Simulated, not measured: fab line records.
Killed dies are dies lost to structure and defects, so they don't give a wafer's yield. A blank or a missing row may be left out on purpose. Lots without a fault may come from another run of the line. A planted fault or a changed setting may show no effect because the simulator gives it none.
One fault through the eyes of 2 desks | flow n5Finfet | only its own numbers are on each desk; what lay behind them is given at the end

## THE DEFECT DESK
Per lot, the means of the sampled wafers with a number show what the inspections along the route counted. Marked OUT: a lot whose mean sits more than 4 standard deviations from the usual mean, which makes it out of limits; the brackets give that distance.
Columns: A = rawDefectCount at N5_MOL_CONTACT_COAG_INSPECT_57, usual 203
lot  | first seen here | A
L245 | day 5 05:11     | 139
L247 | day 5 14:19     | 198
L251 | day 6 15:59     | 222
L253 | day 7 00:26     | 229
L254 | day 7 04:36     | 229
L256 | day 7 18:22     | 196
L264 | day 9 18:56     | 137
L266 | day 10 06:50    | 239
Finding of this desk: none of the 8 lots has anything out of limits.

## DESK OF THE TOOL OWNER: rieDiel-06
The tool's own readings at N5_MOL_CONTACT_COAG_VIA_ETCH_46 (etches SiO2 in C4F6/O2, target depth 46 nm, overetch 9.2 nm, time 40 s): means of the sampled wafers that have a number, for each lot that ran on this tool. Marked OUT: a lot whose mean sits more than 4 standard deviations from the usual mean, which makes it out of limits; the brackets give that distance.
Columns: A = biasW at N5_MOL_CONTACT_COAG_VIA_ETCH_46, usual 455.1 W; B = drypumpMotorCurrentA at N5_MOL_CONTACT_COAG_VIA_ETCH_46, usual 5.65 A; C = oes_f_703_au at N5_MOL_CONTACT_COAG_VIA_ETCH_46, usual 0.75 a.u.; D = oesProductAu at N5_MOL_CONTACT_COAG_VIA_ETCH_46, usual 0.67 a.u.; E = rfVppV at N5_MOL_CONTACT_COAG_VIA_ETCH_46, usual 1583 V; F = showerheadPlenumPTorr at N5_MOL_CONTACT_COAG_VIA_ETCH_46, usual 2.85 Torr; G = throttleValvePct at N5_MOL_CONTACT_COAG_VIA_ETCH_46, usual 40.7 %
lot  | first seen here | A     | B    | C    | D    | E    | F    | G
L245 | day 5 05:55     | 455.1 | 5.43 | 0.76 | 0.67 | 1565 | 2.80 | 40.7
L247 | day 5 14:53     | 454.7 | 5.55 | 0.74 | 0.66 | 1559 | 2.71 | 40.8
L264 | day 9 19:26     | 455.2 | 5.83 | 0.80 | 0.68 | 1600 | 2.93 | 41.0
L266 | day 10 07:23    | 455.4 | 5.57 | 0.80 | 0.68 | 1567 | 2.81 | 40.4
Finding of this desk: none of the 4 lots has anything out of limits.

## PUT TOGETHER
Nothing the defect desk looked at was out of limits.
The tool owner's desk saw nothing out of limits.

## WHAT HAD BEEN PUT IN BY THE SIMULATOR
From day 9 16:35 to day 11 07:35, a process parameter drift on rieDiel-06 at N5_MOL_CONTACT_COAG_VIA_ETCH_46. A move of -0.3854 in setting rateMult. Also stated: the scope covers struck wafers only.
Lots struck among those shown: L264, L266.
